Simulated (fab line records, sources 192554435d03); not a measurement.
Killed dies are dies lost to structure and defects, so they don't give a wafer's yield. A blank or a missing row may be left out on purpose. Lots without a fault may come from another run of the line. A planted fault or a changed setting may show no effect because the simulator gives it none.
One fault seen from 2 desks | flow n5_finfet | each desk has only its own numbers; what lay behind them comes last

THE TOOL OWNER'S DESK: litho_track-04
The tool's own readings at N5_BEOL_M4_COAT_73 (time 60 s, resist thk 5 nm): means of the sampled wafers that have a number, for each lot that ran on this tool. A lot is out of limits, marked OUT, if its mean lies more than 4 standard deviations from the usual mean; the brackets give that distance.
Columns: A = spin_speed_rpm at N5_BEOL_M4_COAT_73, usual 1500.3 rpm
lot  | first seen here | A
L698 | day 8 03:22     | 1500.5
L709 | day 11 11:50    | 1356.9 (-99 or more) OUT
L712 | day 11 19:02    | 1357.7 (-99 or more) OUT
L713 | day 11 20:53    | 1357.8 (-99 or more) OUT
This desk's finding: out of limits on L709, L712, L713; first on L709, day 11 11:50 (spin_speed_rpm at N5_BEOL_M4_COAT_73). In limits: L698.

THE METROLOGY DESK
What the gauges read, lot by lot, whatever tool the lot ran on: means of the sampled wafers that have a number. A lot is out of limits, marked OUT, if its mean lies more than 4 standard deviations from the usual mean; the brackets give that distance. Of its 10 readings 7 are shown: those that lie furthest out on some lot.
Columns: A = DIBL_P at N5_BEOL_M4_RC_MEAS_101, usual 36.0 mV/V; B = IOFF_P at N5_BEOL_M4_RC_MEAS_101, usual 0.21 nA/um; C = ION_N at N5_BEOL_M4_RC_MEAS_101, usual 678 uA/um; D = ION_P at N5_BEOL_M4_RC_MEAS_101, usual 464 uA/um; E = SS_N at N5_BEOL_M4_RC_MEAS_101, usual 71.5 mV/dec; F = SS_P at N5_BEOL_M4_RC_MEAS_101, usual 73.2 mV/dec; G = VT_P at N5_BEOL_M4_RC_MEAS_101, usual -250 mV
lot  | first seen here | A    | B    | C   | D   | E    | F    | G
L698 | day 8 16:13     | 36.2 | 0.20 | 668 | 461 | 71.8 | 73.5 | -251
L709 | day 11 21:52    | 36.4 | 0.21 | 684 | 466 | 71.7 | 73.2 | -250
L712 | day 12 01:07    | 36.9 | 0.20 | 675 | 462 | 71.7 | 73.9 | -253
L713 | day 12 08:28    | 33.5 | 0.17 | 666 | 455 | 70.6 | 73.0 | -253
L718 | day 14 01:45    | 36.3 | 0.21 | 680 | 461 | 71.9 | 73.1 | -251
This desk's finding: nothing out of limits on any of the 5 lots.

PUT TOGETHER
The tool owner's desk could have raised an alarm at day 11 11:50, on L709, L712, L713.
The metrology desk saw nothing out of limits.
The metrology desk has L709, L712, L713 on record, within its limits.
Of the lots named, all ran N5_BEOL_M4_COAT_73 on litho_track-04.

WHAT THE SIMULATOR HAD PUT IN
Process parameter drift: litho_track-04, from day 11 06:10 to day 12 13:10, at N5_BEOL_M4_COAT_73. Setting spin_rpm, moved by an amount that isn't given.
Lots struck among those shown: L709, L712, L713.
Hours from the fault's start to each desk's first reading out of limits: the tool owner's desk, 6.
